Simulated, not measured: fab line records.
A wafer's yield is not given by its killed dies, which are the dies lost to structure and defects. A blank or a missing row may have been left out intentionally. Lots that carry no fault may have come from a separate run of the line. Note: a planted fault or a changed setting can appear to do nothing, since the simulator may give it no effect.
Comparing a struck lot with a sound one | flow nand-harc | 15 steps out of a route of 1302
Sound: these wafers, L499.2, L499.3, L499.5. Struck: wafer L486.1. (L486.6 of the same lot was not struck and is left out.) The cause comes at the end.
Order at every step that has rows: each side's tool, ch and its chambers, its first start. Under that, the readings that differ: sound wafers | struck wafers | difference of the means | sigmas: that difference in standard deviations of wafers without a fault.
alike: readings whose means differ by less than 2 such deviations, and words and numbers that are the same on both sides. not compared: withheld readings, readings that some wafer has no value for, bounds like >300 that may hide the same value, and numbers for which the record gives no deviation and whose values overlap.
The two part at a step that has a row with sigmas, a row that says differs or no value, or rows on one side only. Non-overlapping numbers with no deviation appear without sigmas and do not part them. A reading that every wafer of one side lacks parts them only if that side has two wafers or more.

NHARC_A_CHANNEL_HOLE_D2_STRIP_28: strips in O2.
  sound: rie-diel-02 ch 0,1; struck: rie-diel-04 ch 2
  reading                         | sound          | struck | difference | sigmas
  showerhead-plenum-p-Torr (Torr) | 3.48 3.71 3.71 | 3.33   | -0.30      | -3
  alike: chamber-pressure-mTorr, drypump-motor-current-A, oes-product-au, rf-vpp-V, throttle-valve-pct
  not compared: rf-hours-counter-h
then, 2 steps without rows for these wafers: NHARC_A_CHANNEL_HOLE_D2_PRECLEAN_29 (cleans in SC1); NHARC_A_CHANNEL_HOLE_D2_SRD_30.
NHARC_A_CHANNEL_HOLE_D2_CD_MEAS_31:
  sound on cd-sem-01 at day 22 03:12; struck on cd-sem-02 at day 16 11:40
  reading    | sound          | struck | difference | sigmas
  cd-nm (nm) | 88.5 89.5 89.7 | 91.9   | +2.7       | +2
NHARC_A_CHANNEL_HOLE_D2_XSEM_32:
  sound on xsem-02 ch 0, day 22 03:17; struck on xsem-01 ch 0, day 16 11:45
  reading        | sound          | struck | difference | sigmas
  bot-cd-nm (nm) | 73.6 74.3 74.3 | 77.9   | +3.8       | +2
  bow-nm (nm)    | 9.1 9.0 9.0    | 7.9    | -1.1       | -4
  alike: tilt-deg
NHARC_A_CHANNEL_HOLE_D2_INSPECT_40:
  sound on defect-inspect-02 at day 22 03:23; struck on defect-inspect-01 at day 16 11:50
  alike: raw-defect-count
then, 2 steps without rows for these wafers: NHARC_A_CHANNEL_FILL_D2_PRECLEAN_00 (cleans in SC1); NHARC_A_CHANNEL_FILL_D2_SRD_01.
NHARC_A_CHANNEL_FILL_D2_ALD_02: deposits SiO2, target thk 6 nm, pulse time 10 s, ald cycles 60.
  sound on ald-hk-03 ch 0,3, day 22 03:39; struck on ald-hk-03 ch 3, day 16 12:07
  alike: heater-power-w, precursor-pulse-height-rel, susceptor-temp-C
  not compared: ald-cycles
NHARC_A_CHANNEL_FILL_D2_ALD_03: deposits SiNx, target thk 6 nm, pulse time 60 s, ald cycles 58.
  sound: ald-sin-batch-03 ch 0; struck: ald-sin-batch-03 ch 0
  alike: precursor-pulse-height-rel
  not compared: ald-cycles, susceptor-temp-C
NHARC_A_CHANNEL_FILL_D2_ALD_14: deposits SiO2, target thk 2.5 nm, pulse time 10 s, ald cycles 25.
  sound on ald-hk-03 ch 1,2,3, day 22 10:38; struck on ald-hk-02 ch 1, day 16 17:52
  alike: heater-power-w, precursor-pulse-height-rel, susceptor-temp-C
  not compared: ald-cycles
then, 1 step without rows for these wafers: NHARC_A_CHANNEL_FILL_D2_ALD_15 (deposits SiNx, target thk 2 nm, pulse time 60 s, ald cycles 19).
NHARC_A_CHANNEL_FILL_D2_ALD_16: deposits SiO2, target thk 1.5 nm, pulse time 10 s, ald cycles 15.
  sound on ald-hk-04 ch 0,3, day 22 15:47; struck on ald-hk-03 ch 0, day 16 23:03
  reading            | sound       | struck | difference | sigmas
  ald-cycles         | 15 15 15    | 18     | +3         |
  heater-power-w (W) | 492 488 502 | 402    | -92        | -2
  alike: precursor-pulse-height-rel
  not compared: susceptor-temp-C
then, 1 step without rows for these wafers: NHARC_A_CHANNEL_FILL_D2_ANNEAL_17 (time 1800 s).
-- the record jumps here: 10 days lie between the struck wafers' starts before and after (it left off in module A_CHANNEL_FILL_D2 and takes up again in module END, whose first step shown is number 1302 of the route) --
NHARC_END_SORT_01:
  sound on prober-01 ch 0, day 33 03:39; struck on prober-02 ch 0, day 27 10:44
  reading         | sound | struck | difference | sigmas
  killed-at-other | 3 3 4 | 0      | -3         | -3
  alike: killed-at-array, killed-at-periphery, killed-dies, killed-open, killed-short

WHERE THEY PART
Last at NHARC_END_SORT_01 as far as this record goes, first at NHARC_A_CHANNEL_HOLE_D2_STRIP_28.

WHY: what the simulator had put in
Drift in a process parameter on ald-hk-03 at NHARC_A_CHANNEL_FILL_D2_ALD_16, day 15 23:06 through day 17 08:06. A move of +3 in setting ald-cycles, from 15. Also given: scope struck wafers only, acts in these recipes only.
